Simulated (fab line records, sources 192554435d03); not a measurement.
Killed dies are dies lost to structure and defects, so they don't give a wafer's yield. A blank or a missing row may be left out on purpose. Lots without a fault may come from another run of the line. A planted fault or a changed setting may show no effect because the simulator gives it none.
Chamber matching | flow n5_finfet | N5_BEOL_M3_PECVD_72 on pecvd-02: 3 sister chambers
The step deposits SiO2 from TEOS/O2, target thk 16 nm, time 18 s. 18 wafers are shown with their chamber, then 9 later ones without.

WAFERS WITH THEIR CHAMBER
wafer  | chamber | throttle_valve_pct (%) | heater_power_w (W) | showerhead_plenum_p_Torr (Torr)
L075.3 | 2       | 22.7                   | 615                | 8.84
L075.4 | 0       | 22.2                   | 731                | 8.85
L075.5 | 2       | 22.8                   | 617                | 8.83
L076.1 | 1       | 23.5                   | 918                | 8.85
L076.2 | 0       | 22.2                   | 621                | 8.88
L076.5 | 2       | 22.5                   | 575                | 8.84
L079.2 | 2       | 22.6                   | 663                | 8.84
L079.3 | 1       | 23.3                   | 833                | 8.86
L079.4 | 1       | 23.4                   | 818                | 8.84
L083.1 | 2       | 22.4                   | 609                | 8.85
L083.2 | 1       | 23.4                   | 868                | 8.81
L083.5 | 2       | 22.7                   | 586                | 8.83
L084.1 | 2       | 22.5                   | 668                | 8.85
L084.3 | 1       | 23.5                   | 937                | 8.82
L084.5 | 1       | 23.4                   | 946                | 8.82
L085.3 | 2       | 22.4                   | 616                | 8.83
L085.5 | 1       | 23.5                   | 817                | 8.82
L085.6 | 0       | 22.4                   | 678                | 8.90

SIGNATURES (means of the wafers above)
reading                  | chamber 0 | chamber 1 | chamber 2 | scatter within a chamber
throttle_valve_pct       | 22.267    | 23.429    | 22.575    | 0.12
heater_power_w           | 676.67    | 876.71    | 618.62    | 46.7
showerhead_plenum_p_Torr | 8.8767    | 8.8314    | 8.8387    | 0.016
Rule: a wafer's distance from a chamber is the root of the sum, over the readings, of the square of ((its reading less the chamber's mean) divided by the reading's scatter). The wafer belongs to the nearest chamber; if the next one is less than 2 further off, it can't be placed. The scatter: the root of (the sum of the squares of (reading less its chamber's mean) over the shown wafers, divided by (wafers less chambers)).

WAFERS WITHOUT THEIR CHAMBER
wafer  | throttle_valve_pct (%) | heater_power_w (W) | showerhead_plenum_p_Torr (Torr)
L086.1 | 22.6                   | 708                | 8.88
L086.4 | 22.7                   | 634                | 8.84
L086.5 | 23.4                   | 839                | 8.84
L088.1 | 22.3                   | 656                | 8.86
L088.2 | 23.5                   | 918                | 8.85
L088.4 | 23.1                   | 916                | 8.83
L096.1 | 22.4                   | 771                | 8.88
L096.2 | 22.7                   | 632                | 8.85
L096.4 | 22.6                   | 778                | 8.85

WHICH CHAMBER EACH WENT THROUGH
wafer  | from the rows above     | in truth
L086.1 | can't be placed: 0 or 2 | 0
L086.4 | 2                       | 2
L086.5 | 1                       | 1
L088.1 | can't be placed: 0 or 2 | 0
L088.2 | 1                       | 1
L088.4 | 1                       | 1
L096.1 | 0                       | 0
L096.2 | 2                       | 2
L096.4 | can't be placed: 2 or 0 | 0
Placed correctly: 6 of 9. Can't be placed from these rows: 3 (the true chamber is among the candidates in 3). Placed wrongly: 0.
